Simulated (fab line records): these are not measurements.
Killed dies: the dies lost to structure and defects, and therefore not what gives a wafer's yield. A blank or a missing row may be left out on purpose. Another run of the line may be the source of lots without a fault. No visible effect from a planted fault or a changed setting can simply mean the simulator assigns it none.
Chamber matching    flow nand-harc    NHARC_P_GATE_DESCUM_48 on rie-diel-11: 4 sister chambers
The step chemistry O2, time 3 s. 33 wafers are shown with their chamber, then 12 later ones without.

EACH WAFER AND ITS CHAMBER
wafer   chamber  showerhead-plenum-p-Torr (Torr)  drypump-motor-current-A (A)  oes-product-au (a.u.)
L078.1  3        1.95                             5.8                          0.999
L078.2  1        2.05                             5.6                          0.997
L078.6  0        2.03                             5.6                          0.990
L078.3  0        2.03                             5.6                          1.000
L078.4  2        1.81                             5.8                          1.008
L078.5  3        1.95                             5.8                          0.999
L080.1  1        2.05                             5.6                          0.991
L080.5  0        2.03                             5.6                          0.995
L080.6  3        1.95                             5.8                          1.007
L079.2  0        2.03                             5.6                          1.005
L079.3  1        2.05                             5.6                          1.001
L079.6  0        2.03                             5.6                          0.999
L081.1  1        2.05                             5.6                          1.007
L081.2  3        1.95                             5.8                          1.003
L081.6  0        2.03                             5.6                          0.979
L083.2  3        1.95                             5.8                          1.004
L083.3  1        2.04                             5.6                          0.989
L083.4  1        2.04                             5.6                          1.012
L083.1  0        2.03                             5.6                          0.988
L083.5  0        2.03                             5.6                          0.984
L083.6  3        1.95                             5.8                          0.995
L082.2  1        2.04                             5.5                          0.997
L082.4  1        2.04                             5.6                          0.999
L082.6  3        1.95                             5.8                          1.004
L086.2  3        1.95                             5.8                          1.004
L086.3  1        2.04                             5.6                          1.001
L086.5  3        1.95                             5.8                          1.003
L090.1  0        2.03                             5.6                          0.995
L090.3  2        1.81                             5.7                          1.000
L090.5  0        2.03                             5.6                          0.989
L090.2  3        1.95                             5.7                          1.000
L090.4  1        2.04                             5.6                          0.990
L090.6  1        2.04                             5.5                          1.000

SIGNATURES (means of the wafers above)
reading                   chamber 0  chamber 1  chamber 2  chamber 3  scatter within a chamber
showerhead-plenum-p-Torr  2.0300     2.0436     1.8100     1.9500     0.00296
drypump-motor-current-A   5.600      5.582      5.750      5.790      0.0324
oes-product-au            0.99240    0.99855    1.00400    1.00180    0.00642
Rule: a wafer lies at a distance from a chamber equal to the root of the sum of squares, over the readings, of (its reading less the chamber's mean, divided by the reading's scatter). If the next closest chamber is less than 2 further off than the closest, the wafer can't be placed; otherwise it belongs to the closest. The scatter: the root of (the sum of the squares of (reading less its chamber's mean) over the shown wafers, divided by (wafers less chambers)).

WAFERS MISSING THEIR CHAMBER
wafer   showerhead-plenum-p-Torr (Torr)  drypump-motor-current-A (A)  oes-product-au (a.u.)
L093.2  1.81                             5.8                          1.005
L093.3  2.04                             5.5                          1.003
L093.6  1.95                             5.8                          0.991
L093.1  1.95                             5.8                          0.994
L093.4  2.03                             5.6                          1.005
L093.5  1.81                             5.8                          1.010
L092.1  1.81                             5.8                          0.991
L092.4  2.03                             5.6                          0.988
L092.6  2.04                             5.6                          0.991
L095.3  2.04                             5.6                          0.992
L095.5  2.03                             5.6                          1.000
L095.6  2.04                             5.6                          0.989

THE CHAMBER EACH PASSED THROUGH
wafer   from the rows above      in truth
L093.2  2                        2
L093.3  can't be placed: 1 or 0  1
L093.6  3                        3
L093.1  3                        3
L093.4  0                        0
L093.5  2                        2
L092.1  2                        2
L092.4  0                        0
L092.6  can't be placed: 1 or 0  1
L095.3  can't be placed: 1 or 0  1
L095.5  0                        0
L095.6  can't be placed: 1 or 0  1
8 of 12 placed correctly. Can't be placed from these rows: 4 (the true chamber is among the candidates in 4). Wrongly placed: 0.
